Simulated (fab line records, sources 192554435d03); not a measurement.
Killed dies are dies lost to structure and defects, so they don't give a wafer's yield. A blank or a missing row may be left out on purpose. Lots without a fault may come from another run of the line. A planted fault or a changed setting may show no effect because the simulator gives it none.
A struck lot beside a sound one | flow n5_finfet | 36 steps out of a route of 1938
Sound: wafers L799.1, L799.3, L799.5. Struck: wafers L785.1, L785.2, L785.3. The cause comes at the end.
At each step with rows: each side's tool, then ch and its chambers, then its first start. Under that, the readings that differ: sound wafers | struck wafers | difference of the means | sigmas: that difference in standard deviations of wafers without a fault.
alike: readings whose means differ by less than 2 such deviations, and words and numbers that are the same on both sides. not compared: withheld readings, readings that some wafer has no value for, bounds like >300 that may hide the same value, and numbers for which the record gives no deviation and whose values overlap.
The two part at a step that has a row with sigmas, a row that says differs or no value, or rows on one side only. Numbers that don't overlap but have no deviation are shown without sigmas and don't part them. A reading that every wafer of one side lacks parts them only if that side has two wafers or more.

first, 9 steps without rows for these wafers: N5_BEOL_M4_ANNEAL_95 (time 240 s); N5_BEOL_M4_SPUTTER_96 (material Cu, target thk 4.5 nm, time 8.29 s); N5_BEOL_M4_ECD_50 (material Cu, target thk 300 nm); N5_BEOL_M4_ANNEAL_51 (time 90 s); N5_BEOL_M4_CMP_52 (polishes, stops on SiOC, t overpolish 6.8 s, target thk 40 nm); N5_BEOL_M4_PRE_CLEAN_60 (time 15 s); N5_BEOL_M4_CO_CAP_55 (material Co, precursor CCTBA/H2, target thk 2 nm, time 102.1 s); N5_BEOL_M4_PRE_CLEAN_56 (time 15 s); N5_BEOL_M4_DEP_57 (deposits SiCN from 3MS/NH3, target thk 8 nm, time 14 s).
N5_BEOL_M4_RC_MEAS_101:
  sound on prober-01 ch 0, day 13 23:37; struck on prober-01 ch 0, day 10 05:16
  alike: DIBL_N, DIBL_P, IOFF_N, IOFF_P, ION_N, ION_P, SS_N, SS_P, VT_N, VT_P
then, 24 steps without rows for these wafers: N5_BEOL_M5_ILD_DEP_00 (deposits SiCOH lowk from DEMS/porogen, target thk 140.64 nm, time 25.9 s); N5_BEOL_M5_CURE_79 (cures SiCOH lowk, time 240 s); N5_BEOL_M5_PECVD_70 (deposits SiO2 from TEOS/O2, target thk 16 nm, time 18 s); N5_BEOL_M5_HM_DEP_02 (deposits TiN, target thk 20 nm); N5_BEOL_M5_COAT_59 (time 60 s, resist thk 60 nm); N5_BEOL_M5_COAT_60 (time 60 s, resist thk 12 nm); N5_BEOL_M5_COAT_71 (time 60 s, resist thk 5 nm); N5_BEOL_M5_COAT_05 (resist thk 30 nm); N5_BEOL_M5_EBR_07; N5_BEOL_M5_SOFTBAKE_06 (time 60 s); N5_BEOL_M5_EXPOSE_08 (exposes mask M5, target cd 28 nm); N5_BEOL_M5_PEB_09 (peb time 60 s); N5_BEOL_M5_DEVELOP_10 (develop time 30 s); N5_BEOL_M5_DESCUM_16 (chemistry O2, time 7 s); N5_BEOL_M5_ETCH_72 (etches underlayer in N2/H2, target depth 6.5 nm, time 5.2 s); N5_BEOL_M5_ETCH_61 (etches SiARC in CF4, target depth 15.6 nm, time 26 s); N5_BEOL_M5_ETCH_62 (etches SOC in N2/H2, target depth 75 nm, overetch 15 nm, time 112.5 s); N5_BEOL_M5_STRIP_63 (strips in N2/H2); N5_BEOL_M5_STRIP_73 (strips in N2/H2); N5_BEOL_M5_STRIP_64 (strips in CF4); N5_BEOL_M5_HM_OPEN_17 (chemistry Cl2/BCl3, target TiN, target depth 20 nm, overetch 6 nm); N5_BEOL_M5_STRIP_19 (strips in O2); N5_BEOL_M5_COAT_65 (time 60 s, resist thk 60 nm); N5_BEOL_M5_COAT_66 (time 60 s, resist thk 12 nm).
-- the record jumps here: 2 days lie between the struck wafers' starts before and after (it left off in module BEOL_M5 and takes up again in module BEOL_M10, whose first step shown is number 1513 of the route) --
N5_BEOL_M10_ETCH_41: etches SiCN in CH3F/O2, target depth 42.6 nm, time 86 s.
  sound on rie_diel-01 ch 0,1,3, day 16 13:25; struck on rie_diel-01 ch 0,1,2, day 12 17:06
  no value came back on the struck wafers for any of 9 readings (CH3F_flow_sccm (sccm), O2_flow_sccm (sccm) and others); on the sound wafers CH3F_flow_sccm (sccm) reads 30.03 30.04 29.95
  not compared: rf_hours_counter_h
-- the record jumps here: 3 days lie between the struck wafers' starts before and after (it left off in module BEOL_M10 and takes up again in module PASSIVATION, whose first step shown is number 1936 of the route) --
N5_PASSIVATION_PROBE_49:
  the record has rows for the struck wafers here (prober-02, day 15 12:53) and none for the sound ones

WHERE THEY PART
First at N5_BEOL_M10_ETCH_41; last, within this record, at N5_PASSIVATION_PROBE_49.

WHY: what the simulator had put in
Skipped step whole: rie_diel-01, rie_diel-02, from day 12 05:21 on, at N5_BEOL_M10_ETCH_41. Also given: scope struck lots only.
